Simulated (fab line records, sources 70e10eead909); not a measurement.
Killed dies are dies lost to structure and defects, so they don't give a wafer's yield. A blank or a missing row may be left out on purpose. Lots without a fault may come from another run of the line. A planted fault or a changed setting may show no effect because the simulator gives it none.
One fault seen from 2 desks | flow nand_harc | each desk has only its own numbers; what lay behind them comes last

THE TOOL OWNER'S DESK: litho_track-06
The tool's own readings at NHARC_P_CONTACT_SOFTBAKE_07 (time 55 s): means of the sampled wafers that have a number, for each lot that ran on this tool. A lot is out of limits, marked OUT, if its mean lies more than 4 standard deviations from the usual mean; the brackets give that distance.
Columns: A = chill_plate_temp_C at NHARC_P_CONTACT_SOFTBAKE_07, usual 22.99 C; B = heater_power_total_W at NHARC_P_CONTACT_SOFTBAKE_07, usual 188.44 W
lot  | first seen here | A     | B
L719 | day 5 17:00     | 22.85 | 188.40
L723 | day 7 14:00     | 23.16 | 188.46
L726 | day 8 18:00     | 23.06 | 222.55 (+99 or more) OUT
L727 | day 9 07:00     | 23.00 | 222.69 (+99 or more) OUT
L734 | day 11 23:00    | 23.03 | 188.48
L735 | day 12 12:00    | 22.89 | 188.34
L741 | day 14 22:00    | 22.96 | 188.55
This desk's finding: out of limits on L726, L727; first on L726, day 8 18:00 (heater_power_total_W at NHARC_P_CONTACT_SOFTBAKE_07). In limits: L719, L723, L734, L735, L741.

THE METROLOGY DESK
What the gauges read, lot by lot, whatever tool the lot ran on: means of the sampled wafers that have a number. A lot is out of limits, marked OUT, if its mean lies more than 4 standard deviations from the usual mean; the brackets give that distance.
Columns: A = cd_nm at NHARC_P_CONTACT_CD_MEAS_19, usual 89.4 nm
lot  | first seen here | A
L719 | day 5 19:25     | 87.3
L720 | day 6 13:20     | 90.0
L722 | day 7 09:19     | 90.2
L723 | day 7 16:19     | 89.4
L726 | day 8 19:37     | 91.2
L727 | day 9 08:42     | 89.4
L734 | day 12 00:52    | 87.7
L733 | day 12 01:37    | 89.8
L735 | day 12 13:39    | 89.2
L736 | day 13 00:52    | 89.1
L737 | day 13 13:47    | 89.9
L738 | day 14 00:47    | 89.9
L739 | day 14 01:42    | 88.4
L741 | day 15 00:44    | 89.0
This desk's finding: nothing out of limits on any of the 14 lots.

PUT TOGETHER
The tool owner's desk could have raised an alarm at day 8 18:00, on L726, L727.
The metrology desk saw nothing out of limits.
The metrology desk has L726, L727 on record, within its limits.
Of the lots named, all ran NHARC_P_CONTACT_SOFTBAKE_07 on litho_track-06.

WHAT THE SIMULATOR HAD PUT IN
Process parameter drift: litho_track-06, from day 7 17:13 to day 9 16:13, at NHARC_P_CONTACT_SOFTBAKE_07. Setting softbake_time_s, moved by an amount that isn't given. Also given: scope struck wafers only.
Lots struck among those shown: L726, L727.
Hours from the fault's start to each desk's first reading out of limits: the tool owner's desk, 25.
